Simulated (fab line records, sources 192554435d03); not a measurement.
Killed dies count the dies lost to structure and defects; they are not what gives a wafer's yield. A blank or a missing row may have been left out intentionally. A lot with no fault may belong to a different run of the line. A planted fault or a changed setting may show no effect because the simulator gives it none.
Split-lot experiment || flow n5 finfet || 21 wafers read from 7 lots, route of 1938 steps

## ABOUT THE SPLIT
At N5_BEOL_M9_ETCH_65 (etches SiARC in CF4, target depth 15.6 nm, time 26 s), the setting bias w was moved away from the recipe's 36 W on 4 of the 21 wafers read, by -16.7% to -4.7%. All remaining wafers had this setting at the recipe value.

The reading comes from the split's own step.

## THE READING
rf vpp V, in V, at N5_BEOL_M9_ETCH_65 (etches SiARC in CF4, target depth 15.6 nm, time 26 s). Typical for fault-free wafers on this fab line: 184.0 V, with standard deviation 1.1 V.

{"wafer": "L078.1", "tool, chamber at the split": "rie diel-04, 1", "bias w as run, W": 36, "against the recipe": "recipe", "rf vpp V, V": 186.3, "against lot-mates on the recipe": "-"}
{"wafer": "L078.2", "tool, chamber at the split": "rie diel-04, 3", "bias w as run, W": 36, "against the recipe": "recipe", "rf vpp V, V": 185.0, "against lot-mates on the recipe": "-"}
{"wafer": "L078.6", "tool, chamber at the split": "rie diel-04, 2", "bias w as run, W": 36, "against the recipe": "recipe", "rf vpp V, V": 183.1, "against lot-mates on the recipe": "-"}
{"wafer": "L079.3", "tool, chamber at the split": "rie diel-02, 0", "bias w as run, W": 36, "against the recipe": "recipe", "rf vpp V, V": 185.0, "against lot-mates on the recipe": "-"}
{"wafer": "L079.4", "tool, chamber at the split": "rie diel-02, 2", "bias w as run, W": 36, "against the recipe": "recipe", "rf vpp V, V": 182.8, "against lot-mates on the recipe": "-"}
{"wafer": "L079.5", "tool, chamber at the split": "rie diel-02, 1", "bias w as run, W": 36, "against the recipe": "recipe", "rf vpp V, V": 182.7, "against lot-mates on the recipe": "-"}
{"wafer": "L087.3", "tool, chamber at the split": "rie diel-06, 0", "bias w as run, W": 36, "against the recipe": "recipe", "rf vpp V, V": 185.0, "against lot-mates on the recipe": "-"}
{"wafer": "L087.4", "tool, chamber at the split": "rie diel-06, 3", "bias w as run, W": 36, "against the recipe": "recipe", "rf vpp V, V": 183.9, "against lot-mates on the recipe": "-"}
{"wafer": "L087.6", "tool, chamber at the split": "rie diel-06, 1", "bias w as run, W": 36, "against the recipe": "recipe", "rf vpp V, V": 184.9, "against lot-mates on the recipe": "-"}
{"wafer": "L088.4", "tool, chamber at the split": "rie diel-06, 2", "bias w as run, W": 36, "against the recipe": "recipe", "rf vpp V, V": 185.6, "against lot-mates on the recipe": "-"}
{"wafer": "L088.5", "tool, chamber at the split": "rie diel-06, 0", "bias w as run, W": 36, "against the recipe": "recipe", "rf vpp V, V": 183.7, "against lot-mates on the recipe": "-"}
{"wafer": "L088.6", "tool, chamber at the split": "rie diel-06, 3", "bias w as run, W": 29.99, "against the recipe": "-16.7%", "rf vpp V, V": 161.5, "against lot-mates on the recipe": -23.1}
{"wafer": "L091.1", "tool, chamber at the split": "rie diel-06, 3", "bias w as run, W": 34.31, "against the recipe": "-4.7%", "rf vpp V, V": 177.0, "against lot-mates on the recipe": -7.0}
{"wafer": "L091.3", "tool, chamber at the split": "rie diel-06, 2", "bias w as run, W": 34.31, "against the recipe": "-4.7%", "rf vpp V, V": 180.0, "against lot-mates on the recipe": -4.0}
{"wafer": "L091.4", "tool, chamber at the split": "rie diel-06, 0", "bias w as run, W": 36, "against the recipe": "recipe", "rf vpp V, V": 184.0, "against lot-mates on the recipe": "-"}
{"wafer": "L093.1", "tool, chamber at the split": "rie diel-02, 2", "bias w as run, W": 36, "against the recipe": "recipe", "rf vpp V, V": 183.8, "against lot-mates on the recipe": "-"}
{"wafer": "L093.3", "tool, chamber at the split": "rie diel-02, 1", "bias w as run, W": 30.7, "against the recipe": "-14.7%", "rf vpp V, V": 165.5, "against lot-mates on the recipe": -18.0}
{"wafer": "L093.4", "tool, chamber at the split": "rie diel-02, 3", "bias w as run, W": 36, "against the recipe": "recipe", "rf vpp V, V": 183.2, "against lot-mates on the recipe": "-"}
{"wafer": "L097.2", "tool, chamber at the split": "rie diel-02, 1", "bias w as run, W": 36, "against the recipe": "recipe", "rf vpp V, V": 183.5, "against lot-mates on the recipe": "-"}
{"wafer": "L097.4", "tool, chamber at the split": "rie diel-02, 0", "bias w as run, W": 36, "against the recipe": "recipe", "rf vpp V, V": 184.4, "against lot-mates on the recipe": "-"}
{"wafer": "L097.5", "tool, chamber at the split": "rie diel-02, 3", "bias w as run, W": 36, "against the recipe": "recipe", "rf vpp V, V": 184.4, "against lot-mates on the recipe": "-"}

THE FIT
A straight line over all 21 wafers: rf vpp V changes by +1.31 V for each +1% of bias w; r = +0.99; the points scatter about the line by 1.1 V.
The same after taking each lot's own level away (the mean of its wafers on the recipe; 21 wafers): +1.31 V for each +1%; r = +0.99; scatter 1 V.
The reading moves by 22 V for the largest change in bias w, on that fit.
Across the lots, their own levels run from 183.50 to 184.80 V, a range of 1.2 times the standard deviation given above.
Consequently the slope shifts little with the lot-to-lot level, the two slopes agreeing.
Check: for one of the wafers moved furthest among these (-16.7%), held out of the fit, the line's prediction against its lot-mates is -20.3 V. It came out at -23.1 V against them.
Tool readings at the split's step, against how far the setting was moved: rf vpp V r = +0.99.

## ADDITIONAL SPLITS CARRIED BY THESE WAFERS
Note: prior to the reading, these wafers also went through further splits. Each is held against what the fit with the lots' levels taken away leaves over:
{"other split on the same wafers": "N5_BEOL_M7_COAT_60 spin rpm", "wafers away from the commonest value": 6, "r with rf vpp V (lot level and that fit taken away)": -0.34}
{"other split on the same wafers": "N5_BEOL_M8_ETCH_61 bias w", "wafers away from the commonest value": 9, "r with rf vpp V (lot level and that fit taken away)": "+0.17"}
{"other split on the same wafers": "N5_BEOL_M8_COAT_22 spin rpm", "wafers away from the commonest value": 5, "r with rf vpp V (lot level and that fit taken away)": -0.11}
{"other split on the same wafers": "N5_BEOL_M8_DESCUM_33 time s", "wafers away from the commonest value": 7, "r with rf vpp V (lot level and that fit taken away)": -0.07}

## FILE'S OWN FIT
rf vpp V changes by +1.31 V for each +1% of bias w, r = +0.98.
